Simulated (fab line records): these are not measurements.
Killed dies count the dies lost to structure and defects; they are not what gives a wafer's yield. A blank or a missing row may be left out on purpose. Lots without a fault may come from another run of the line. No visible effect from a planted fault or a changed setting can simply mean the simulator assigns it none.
What tool caused it? + flow nand harc + Sampling: 24 lots, 72 wafers, 6 of 1159 route steps

## WHAT THE GAUGES SHOWED, per wafer
NHARC_A_SLIT_INSPECT_11. Usual: raw defect count at 22, with a standard deviation of 9.3.
| lot  | measured     | on                | raw defect count | flag |
|------|--------------|-------------------|------------------|------|
| L076 | day 14 21:27 | defect inspect-02 | 25 22 26         |      |
| L074 | day 14 22:23 | defect inspect-02 | 15 10 17         |      |
| L075 | day 14 21:15 | defect inspect-01 | 23 28 25         |      |
| L079 | day 15 04:31 | defect inspect-01 | 14 9 13          |      |
| L077 | day 15 15:48 | defect inspect-02 | 20 12 18         |      |
| L078 | day 15 16:15 | defect inspect-01 | 23 25 20         |      |
| L081 | day 15 15:05 | defect inspect-01 | 20 33 30         |      |
| L080 | day 15 14:22 | defect inspect-02 | 9 18 20          |      |
| L082 | day 16 21:01 | defect inspect-02 | 17 13 12         |      |
| L084 | day 17 04:34 | defect inspect-01 | 28 22 21         |      |
| L083 | day 17 03:44 | defect inspect-02 | 10 9 11          |      |
| L086 | day 17 05:40 | defect inspect-01 | 31 38 31         |      |
| L088 | day 17 06:04 | defect inspect-02 | 12 17 11         |      |
| L085 | day 17 04:05 | defect inspect-01 | 46 32 35         |      |
| L089 | day 17 22:26 | defect inspect-02 | 32 42 24         |      |
| L087 | day 17 22:49 | defect inspect-02 | 10 11 12         |      |
| L090 | day 18 12:59 | defect inspect-01 | 31 40 25         |      |
| L092 | day 18 22:16 | defect inspect-02 | 21 28 22         |      |
| L091 | day 19 04:30 | defect inspect-01 | 12 11 9          |      |
| L094 | day 18 22:23 | defect inspect-02 | 40 40 40         |      |
| L093 | day 18 22:32 | defect inspect-01 | 32 26 13         |      |
| L095 | day 19 19:22 | defect inspect-02 | 24 23 21         |      |
| L096 | day 20 02:13 | defect inspect-01 | 22 17 22         |      |
| L097 | day 20 02:22 | defect inspect-01 | 24 28 17         |      |

## EACH LOT AND THE TOOL THAT RAN IT (in order: tool; ch and the chambers of the sampled wafers; start)
| lot  | NHARC_A_STAIRCASE_TRIM_198                    | NHARC_A_STAIRCASE_ETCH_225                    | NHARC_A_STAIRCASE_ETCHBACK_157     | NHARC_A_STAIRCASE_DEP_471       | NHARC_A_STAIRCASE_CMP_472     |
|------|-----------------------------------------------|-----------------------------------------------|------------------------------------|---------------------------------|-------------------------------|
| L076 | rie diel-01 ch 0,2,3, day 14 11:17 or earlier | rie diel-08 ch 0,2,3, day 14 11:17 or earlier | rie diel-08 ch 1,2, day 14 11:17   | pecvd-01 ch 0,1, day 14 11:37   | cmp-02 ch 0,3, day 14 11:50   |
| L074 | rie diel-07 ch 1,2,3, day 14 09:55 or earlier | rie diel-08 ch 1,2,3, day 14 09:55 or earlier | rie diel-07 ch 2,3, day 14 09:55   | pecvd-02 ch 0,1, day 14 10:58   | cmp-02 ch 0,1,2, day 14 11:12 |
| L075 | rie diel-01 ch 1,2,3, day 14 10:04 or earlier | rie diel-01 ch 0,1,3, day 14 10:04 or earlier | rie diel-08 ch 0,3, day 14 10:04   | pecvd-02 ch 1,2, day 14 10:23   | cmp-02 ch 0,3, day 14 10:37   |
| L079 | rie diel-01 ch 2,3, day 14 17:08 or earlier   | rie diel-08 ch 1,3, day 14 17:08 or earlier   | rie diel-08 ch 0,2,3, day 14 17:08 | pecvd-01 ch 1,2, day 14 17:30   | cmp-02 ch 0,1,2, day 14 17:47 |
| L077 | rie diel-08 ch 0,3, day 14 23:11 or earlier   | rie diel-01 ch 1,2, day 14 23:11 or earlier   | rie diel-07 ch 0,1,3, day 14 23:11 | pecvd-01 ch 0,1, day 15 01:19   | cmp-01 ch 2,3, day 15 01:35   |
| L078 | rie diel-01 ch 0,2,3, day 14 23:29 or earlier | rie diel-08 ch 0,1,2, day 14 23:29 or earlier | rie diel-08 ch 1,2,3, day 14 23:29 | pecvd-03 ch 0,1, day 14 23:49   | cmp-02 ch 0,1,2, day 15 00:07 |
| L081 | rie diel-08 ch 0,1,2, day 15 03:46 or earlier | rie diel-07 ch 0,1, day 15 03:46 or earlier   | rie diel-08 ch 0,3, day 15 03:46   | pecvd-03 ch 0,1,2, day 15 04:05 | cmp-04 ch 1,2,3, day 15 04:23 |
| L080 | rie diel-08 ch 0,2,3, day 14 23:14 or earlier | rie diel-08 ch 0,2,3, day 14 23:14 or earlier | rie diel-01 ch 1,2, day 14 23:14   | pecvd-01 ch 0,2, day 14 23:37   | cmp-01 ch 2,3, day 14 23:52   |
| L082 | rie diel-01 ch 0,2, day 16 09:17 or earlier   | rie diel-07 ch 0,3, day 16 09:17 or earlier   | rie diel-01 ch 0,2,3, day 16 09:17 | pecvd-03 ch 1,2, day 16 09:34   | cmp-01 ch 0,1,2, day 16 09:55 |
| L084 | rie diel-07 ch 0,1,2, day 16 15:37 or earlier | rie diel-07 ch 0,2,3, day 16 15:37 or earlier | rie diel-01 ch 1,2,3, day 16 15:37 | pecvd-01 ch 0,1,2, day 16 15:53 | cmp-04 ch 0,2,3, day 16 16:10 |
| L083 | rie diel-07 ch 0,2, day 16 16:54 or earlier   | rie diel-08 ch 0,1,2, day 16 16:54 or earlier | rie diel-08 ch 0,1, day 16 16:54   | pecvd-02 ch 0,2, day 16 17:11   | cmp-04 ch 1,2,3, day 16 17:29 |
| L086 | rie diel-08 ch 1,2,3, day 16 15:14 or earlier | rie diel-07 ch 1,2, day 16 15:14 or earlier   | rie diel-01 ch 0,1,3, day 16 15:14 | pecvd-02 ch 0,1,2, day 16 15:32 | cmp-02 ch 1,2, day 16 15:49   |
| L088 | rie diel-01 ch 1,3, day 16 17:20 or earlier   | rie diel-07 ch 0,1, day 16 17:20 or earlier   | rie diel-08 ch 0,1,2, day 16 17:20 | pecvd-01 ch 0,1,2, day 16 17:38 | cmp-02 ch 0,3, day 16 17:54   |
| L085 | rie diel-08 ch 1,2,3, day 16 15:28 or earlier | rie diel-08 ch 2,3, day 16 15:28 or earlier   | rie diel-01 ch 0,2,3, day 16 15:28 | pecvd-02 ch 0,1,2, day 16 15:50 | cmp-02 ch 0,1, day 16 16:07   |
| L089 | rie diel-01 ch 0,1,3, day 17 10:41 or earlier | rie diel-08 ch 1,2, day 17 10:41 or earlier   | rie diel-08 ch 0,2,3, day 17 10:41 | pecvd-03 ch 1,2, day 17 10:56   | cmp-02 ch 0,2,3, day 17 11:16 |
| L087 | rie diel-08 ch 0,1,2, day 17 09:58 or earlier | rie diel-01 ch 1,2,3, day 17 09:58 or earlier | rie diel-08 ch 1,2,3, day 17 09:58 | pecvd-03 ch 0,1, day 17 10:15   | cmp-01 ch 0,1,3, day 17 10:32 |
| L090 | rie diel-08 ch 0,2,3, day 18 01:23 or earlier | rie diel-07 ch 0,1, day 18 01:23 or earlier   | rie diel-01 ch 0,1,3, day 18 01:23 | pecvd-03 ch 0,1,2, day 18 01:43 | cmp-02 ch 0,2,3, day 18 01:56 |
| L092 | rie diel-08 ch 0,2,3, day 18 12:09 or earlier | rie diel-07 ch 0,1,3, day 18 12:09 or earlier | rie diel-08 ch 0,1,3, day 18 12:09 | pecvd-02 ch 0,1,2, day 18 12:29 | cmp-01 ch 0,1,3, day 18 12:45 |
| L091 | rie diel-01 ch 0,1,3, day 18 13:34 or earlier | rie diel-01 ch 0,1,2, day 18 13:34 or earlier | rie diel-01 ch 1,2,3, day 18 13:34 | pecvd-03 ch 0,2, day 18 14:19   | cmp-01 ch 0,1,3, day 18 14:34 |
| L094 | rie diel-08 ch 0,2,3, day 18 10:16 or earlier | rie diel-01 ch 0,1, day 18 10:16 or earlier   | rie diel-01 ch 0,1, day 18 10:16   | pecvd-03 ch 0,1,2, day 18 10:37 | cmp-01 ch 1,2, day 18 10:48   |
| L093 | rie diel-07 ch 0,1,2, day 18 10:32 or earlier | rie diel-08 ch 0,2,3, day 18 10:32 or earlier | rie diel-01 ch 0,1,2, day 18 10:32 | pecvd-02 ch 1,2, day 18 10:50   | cmp-04 ch 1,2,3, day 18 11:06 |
| L095 | rie diel-01 ch 0,2,3, day 19 07:52 or earlier | rie diel-08 ch 1,2,3, day 19 07:52 or earlier | rie diel-08 ch 0,2,3, day 19 07:52 | pecvd-02 ch 0,1,2, day 19 08:10 | cmp-01 ch 0,1,2, day 19 08:26 |
| L096 | rie diel-01 ch 0,1, day 19 13:26 or earlier   | rie diel-01 ch 0,2,3, day 19 13:26 or earlier | rie diel-08 ch 1,2, day 19 13:26   | pecvd-01 ch 0,2, day 19 13:46   | cmp-01 ch 2,3, day 19 14:01   |
| L097 | rie diel-07 ch 0,2,3, day 19 11:59 or earlier | rie diel-01 ch 0,1,2, day 19 11:59 or earlier | rie diel-01 ch 0,2,3, day 19 11:59 | pecvd-03 ch 0,2, day 19 12:52   | cmp-04 ch 0,2,3, day 19 13:07 |
- NHARC_A_STAIRCASE_TRIM_198: chemistry O2, time 211.2 s.
- NHARC_A_STAIRCASE_ETCH_225: etches the open film in C4F8/O2, target depth 100 nm, time 40.5 s.
- NHARC_A_STAIRCASE_ETCHBACK_157: etches the open film in CH3F/O2, target depth 90 nm, time 167.14 s.
- NHARC_A_STAIRCASE_DEP_471: deposits SiO2, target thk 100 nm.
- NHARC_A_STAIRCASE_CMP_472: polishes SiO2.

## AS READ BY THE TOOLS THEMSELVES (means over the sampled wafers that have a number; for cases with no such wafer, the mark the record gives instead)
NHARC_A_STAIRCASE_TRIM_198. Usual: drypump motor current A 5.7 A, standard deviation 0.43; o2 flow sccm 500.1 sccm, standard deviation 1.7; oes product au 1.001 a.u., standard deviation 0.0091; rf vpp V 57.6 V, standard deviation 0.81; showerhead plenum p Torr 3.44 Torr, standard deviation 0.13; throttle valve pct 17.036 %, standard deviation 0.0085.
| lot  | tool        | drypump motor current A (A) | o2 flow sccm (sccm) | oes product au (a.u.) | rf vpp V (V) | showerhead plenum p Torr (Torr) | throttle valve pct (%) | flag |
|------|-------------|-----------------------------|---------------------|-----------------------|--------------|---------------------------------|------------------------|------|
| L076 | rie diel-01 | 6.0                         | 500.4               | 0.993                 | 57.0         | 3.47                            | 17.028                 |      |
| L074 | rie diel-07 | 5.6                         | 499.0               | 1.014                 | 58.3         | 3.52                            | 17.041                 |      |
| L075 | rie diel-01 | 5.5                         | 498.6               | 0.994                 | 57.5         | 3.49                            | 17.032                 |      |
| L079 | rie diel-01 | 5.6                         | 500.1               | 0.991                 | 57.8         | 3.53                            | 17.039                 |      |
| L077 | rie diel-08 | 5.6                         | 499.4               | 1.012                 | 57.5         | 3.33                            | 17.035                 |      |
| L078 | rie diel-01 | 6.0                         | 500.0               | 1.000                 | 58.5         | 3.47                            | 17.031                 |      |
| L081 | rie diel-08 | 5.8                         | 499.6               | 1.005                 | 57.6         | 3.40                            | 17.042                 |      |
| L080 | rie diel-08 | 5.8                         | 499.6               | 1.003                 | 57.0         | 3.35                            | 17.037                 |      |
| L082 | rie diel-01 | 6.2                         | 500.6               | 0.994                 | 57.8         | 3.51                            | 17.037                 |      |
| L084 | rie diel-07 | 5.8                         | 502.3               | 1.007                 | 58.1         | 3.60                            | 17.035                 |      |
| L083 | rie diel-07 | 5.8                         | 501.2               | 1.003                 | 58.7         | 3.69                            | 17.040                 |      |
| L086 | rie diel-08 | 5.7                         | 501.0               | 0.990                 | 58.1         | 3.40                            | 17.042                 |      |
| L088 | rie diel-01 | 5.2                         | 498.8               | 0.997                 | 56.6         | 3.38                            | 17.038                 |      |
| L085 | rie diel-08 | 5.6                         | 500.2               | 0.993                 | 56.8         | 3.40                            | 17.035                 |      |
| L089 | rie diel-01 | 5.8                         | 500.3               | 0.999                 | 57.6         | 3.37                            | 17.036                 |      |
| L087 | rie diel-08 | 5.8                         | 501.2               | 0.993                 | 57.1         | 3.39                            | 17.037                 |      |
| L090 | rie diel-08 | 5.8                         | 499.3               | 0.997                 | 57.2         | 3.34                            | 17.038                 |      |
| L092 | rie diel-08 | 5.8                         | 500.8               | 0.994                 | 57.4         | 3.34                            | 17.032                 |      |
| L091 | rie diel-01 | 5.7                         | 499.5               | 1.005                 | 57.2         | 3.36                            | 17.033                 |      |
| L094 | rie diel-08 | 5.7                         | 499.9               | 0.997                 | 57.0         | 3.34                            | 17.036                 |      |
| L093 | rie diel-07 | 5.8                         | 499.7               | 1.010                 | 57.8         | 3.59                            | 17.038                 |      |
| L095 | rie diel-01 | 6.1                         | 500.2               | 1.000                 | 57.7         | 3.45                            | 17.037                 |      |
| L096 | rie diel-01 | 6.2                         | 498.4               | 1.012                 | 57.7         | 3.30                            | 17.037                 |      |
| L097 | rie diel-07 | 5.7                         | 500.7               | 1.007                 | 57.8         | 3.58                            | 17.035                 |      |

NHARC_A_STAIRCASE_ETCH_225. Usual: oes product au 0.942 a.u., standard deviation 0.011; rf vpp V 893 V, standard deviation 4.8.
| lot  | tool        | oes product au (a.u.) | rf vpp V (V) | flag |
|------|-------------|-----------------------|--------------|------|
| L076 | rie diel-08 | 0.940                 | 889          |      |
| L074 | rie diel-08 | 0.944                 | 892          |      |
| L075 | rie diel-01 | 0.945                 | 891          |      |
| L079 | rie diel-08 | 0.929                 | 892          |      |
| L077 | rie diel-01 | 0.933                 | 893          |      |
| L078 | rie diel-08 | 0.940                 | 891          |      |
| L081 | rie diel-07 | 0.960                 | 901          |      |
| L080 | rie diel-08 | 0.936                 | 890          |      |
| L082 | rie diel-07 | 0.937                 | 898          |      |
| L084 | rie diel-07 | 0.937                 | 899          |      |
| L083 | rie diel-08 | 0.931                 | 891          |      |
| L086 | rie diel-07 | 0.947                 | 895          |      |
| L088 | rie diel-07 | 0.945                 | 901          |      |
| L085 | rie diel-08 | 0.955                 | 890          |      |
| L089 | rie diel-08 | 0.935                 | 892          |      |
| L087 | rie diel-01 | 0.943                 | 893          |      |
| L090 | rie diel-07 | 0.951                 | 898          |      |
| L092 | rie diel-07 | 0.944                 | 897          |      |
| L091 | rie diel-01 | 0.946                 | 892          |      |
| L094 | rie diel-01 | 0.960                 | 888          |      |
| L093 | rie diel-08 | 0.935                 | 889          |      |
| L095 | rie diel-08 | 0.938                 | 890          |      |
| L096 | rie diel-01 | 0.949                 | 893          |      |
| L097 | rie diel-01 | 0.936                 | 891          |      |

NHARC_A_STAIRCASE_ETCHBACK_157. Usual: value, then standard deviation, for each; ch3f flow sccm 50.01 sccm / 0.15; drypump motor current A 5.7 A / 0.45; o2 flow sccm 30.00 sccm / 0.091; oes product au 0.974 a.u. / 0.03; rf vpp V 243.1 V / 1.4; showerhead plenum p Torr 2.37 Torr / 0.077; throttle valve pct 20.663 % / 0.0081.
| lot  | tool        | ch3f flow sccm (sccm) | drypump motor current A (A) | o2 flow sccm (sccm) | oes product au (a.u.) | rf vpp V (V) | showerhead plenum p Torr (Torr) | throttle valve pct (%) | flag |
|------|-------------|-----------------------|-----------------------------|---------------------|-----------------------|--------------|---------------------------------|------------------------|------|
| L076 | rie diel-08 | 50.09                 | 5.8                         | 30.02               | 0.996                 | 243.6        | 2.37                            | 20.664                 |      |
| L074 | rie diel-07 | 50.02                 | 5.5                         | 30.05               | 0.978                 | 243.6        | 2.44                            | 20.659                 |      |
| L075 | rie diel-08 | 50.10                 | 5.6                         | 29.99               | 1.005                 | 241.8        | 2.31                            | 20.661                 |      |
| L079 | rie diel-08 | 50.00                 | 5.7                         | 29.98               | 0.997                 | 242.2        | 2.32                            | 20.657                 |      |
| L077 | rie diel-07 | 50.02                 | 5.6                         | 29.97               | 0.966                 | 245.3        | 2.49                            | 20.656                 |      |
| L078 | rie diel-08 | 50.00                 | 5.7                         | 29.99               | 0.993                 | 242.4        | 2.36                            | 20.662                 |      |
| L081 | rie diel-08 | 49.76                 | 5.6                         | 30.03               | 1.003                 | 242.7        | 2.31                            | 20.663                 |      |
| L080 | rie diel-01 | 50.10                 | 5.7                         | 29.95               | 1.004                 | 244.5        | 2.45                            | 20.666                 |      |
| L082 | rie diel-01 | 50.05                 | 6.0                         | 29.99               | 0.949                 | 244.6        | 2.40                            | 20.663                 |      |
| L084 | rie diel-01 | 49.96                 | 5.5                         | 29.94               | 0.920                 | 244.4        | 2.41                            | 20.659                 |      |
| L083 | rie diel-08 | 50.02                 | 5.6                         | 30.00               | 0.946                 | 243.1        | 2.38                            | 20.672                 |      |
| L086 | rie diel-01 | 49.90                 | 5.7                         | 29.90               | 0.995                 | 242.6        | 2.34                            | 20.666                 |      |
| L088 | rie diel-08 | 50.02                 | 5.8                         | 29.98               | 0.992                 | 242.9        | 2.35                            | 20.659                 |      |
| L085 | rie diel-01 | 50.18                 | 6.0                         | 30.09               | 0.983                 | 244.1        | 2.40                            | 20.662                 |      |
| L089 | rie diel-08 | 50.03                 | 5.7                         | 29.98               | 0.927                 | 241.5        | 2.31                            | 20.665                 |      |
| L087 | rie diel-08 | 49.91                 | 5.7                         | 30.01               | 0.989                 | 242.6        | 2.35                            | 20.660                 |      |
| L090 | rie diel-01 | 50.10                 | 5.7                         | 30.05               | 0.954                 | 242.5        | 2.33                            | 20.659                 |      |
| L092 | rie diel-08 | 50.04                 | 5.6                         | 29.97               | 0.984                 | 243.0        | 2.33                            | 20.660                 |      |
| L091 | rie diel-01 | 50.01                 | 5.5                         | 29.93               | 0.919                 | 244.2        | 2.41                            | 20.664                 |      |
| L094 | rie diel-01 | 49.98                 | 5.6                         | 30.04               | 0.922                 | 241.3        | 2.30                            | 20.665                 |      |
| L093 | rie diel-01 | 50.15                 | 6.0                         | 30.04               | 0.999                 | 243.9        | 2.37                            | 20.655                 |      |
| L095 | rie diel-08 | 50.08                 | 5.8                         | 30.02               | 1.006                 | 242.7        | 2.30                            | 20.666                 |      |
| L096 | rie diel-08 | 49.96                 | 5.8                         | 29.95               | 0.945                 | 244.2        | 2.36                            | 20.668                 |      |
| L097 | rie diel-01 | 50.05                 | 6.0                         | 30.11               | 0.991                 | 243.2        | 2.39                            | 20.663                 |      |

NHARC_A_STAIRCASE_DEP_471. Usual: chamber pressure Torr 6.501 Torr, standard deviation 0.017; heater power outer w 299 W, standard deviation 55; heater power w 569 W, standard deviation 79; susceptor temp C 399.97 C, standard deviation 0.24; throttle valve pct 16.1 %, standard deviation 0.62.
| lot  | tool     | chamber pressure Torr (Torr) | heater power outer w (W) | heater power w (W) | susceptor temp C (C) | throttle valve pct (%) | flag |
|------|----------|------------------------------|--------------------------|--------------------|----------------------|------------------------|------|
| L076 | pecvd-01 | 6.510                        | 271                      | 501                | 399.99               | 16.8                   |      |
| L074 | pecvd-02 | 6.511                        | 356                      | 682                | 399.98               | 16.1                   |      |
| L075 | pecvd-02 | 6.504                        | 322                      | 603                | 400.00               | 16.0                   |      |
| L079 | pecvd-01 | 6.503                        | 258                      | 498                | 400.16               | 15.8                   |      |
| L077 | pecvd-01 | 6.495                        | 268                      | 504                | 400.00               | 16.6                   |      |
| L078 | pecvd-03 | 6.497                        | 237                      | 511                | 400.32               | 16.7                   |      |
| L081 | pecvd-03 | 6.501                        | 260                      | 519                | 399.78               | 16.1                   |      |
| L080 | pecvd-01 | 6.507                        | 311                      | 566                | 399.92               | 16.7                   |      |
| L082 | pecvd-03 | 6.520                        | 269                      | 531                | 400.13               | 16.5                   |      |
| L084 | pecvd-01 | 6.496                        | 287                      | 533                | 399.81               | 16.4                   |      |
| L083 | pecvd-02 | 6.517                        | 294                      | 558                | 400.11               | 15.7                   |      |
| L086 | pecvd-02 | 6.503                        | 310                      | 597                | 399.71               | 16.0                   |      |
| L088 | pecvd-01 | 6.499                        | 291                      | 541                | 400.00               | 16.4                   |      |
| L085 | pecvd-02 | 6.494                        | 320                      | 606                | 400.02               | 15.8                   |      |
| L089 | pecvd-03 | 6.508                        | 259                      | 525                | 400.01               | 16.6                   |      |
| L087 | pecvd-03 | 6.496                        | 287                      | 580                | 400.03               | 16.2                   |      |
| L090 | pecvd-03 | 6.521                        | 289                      | 576                | 399.94               | 16.3                   |      |
| L092 | pecvd-02 | 6.485                        | 334                      | 624                | 399.68               | 16.0                   |      |
| L091 | pecvd-03 | 6.509                        | 337                      | 613                | 400.12               | 15.6                   |      |
| L094 | pecvd-03 | 6.491                        | 290                      | 566                | 399.84               | 16.2                   |      |
| L093 | pecvd-02 | 6.503                        | 332                      | 619                | 399.99               | 15.8                   |      |
| L095 | pecvd-02 | 6.501                        | 328                      | 611                | 399.85               | 16.0                   |      |
| L096 | pecvd-01 | 6.495                        | 325                      | 601                | 399.71               | 16.3                   |      |
| L097 | pecvd-03 | 6.497                        | 289                      | 568                | 399.97               | 15.8                   |      |

NHARC_A_STAIRCASE_CMP_472. Usual: motor current A at 12.2 A, with a standard deviation of 1.2.
| lot  | tool   | motor current A (A) | flag |
|------|--------|---------------------|------|
| L076 | cmp-02 | 12.9                |      |
| L074 | cmp-02 | 11.3                |      |
| L075 | cmp-02 | 12.6                |      |
| L079 | cmp-02 | 11.2                |      |
| L077 | cmp-01 | 12.3                |      |
| L078 | cmp-02 | 11.3                |      |
| L081 | cmp-04 | 11.7                |      |
| L080 | cmp-01 | 12.7                |      |
| L082 | cmp-01 | 12.6                |      |
| L084 | cmp-04 | 12.3                |      |
| L083 | cmp-04 | 11.8                |      |
| L086 | cmp-02 | 10.3                |      |
| L088 | cmp-02 | 12.3                |      |
| L085 | cmp-02 | 11.9                |      |
| L089 | cmp-02 | 11.7                |      |
| L087 | cmp-01 | 12.7                |      |
| L090 | cmp-02 | 11.9                |      |
| L092 | cmp-01 | 12.8                |      |
| L091 | cmp-01 | 12.9                |      |
| L094 | cmp-01 | 11.7                |      |
| L093 | cmp-04 | 11.4                |      |
| L095 | cmp-01 | 12.7                |      |
| L096 | cmp-01 | 12.0                |      |
| L097 | cmp-04 | 12.1                |      |

## THE ANSWER, worked out from the rows above alone
Rule: take the mean of a lot's wafers that have a number; if it is more than 3 standard deviations from the usual mean, the lot is off. A lot without any number at a reading at which 4 lots or more have one is off too. Where the step has rows for the other lots, those lots are counted as sound. Order of review: gauges by route order, followed by the tools' own readings, for which a lot's mean as printed above is used. At the first step where some lot is off, the reading lying furthest off is the one used; lots without a number count as furthest.
No lot is off at any reading shown: from this, nothing can be told.

## WHAT WAS PUT IN BY THE SIMULATOR
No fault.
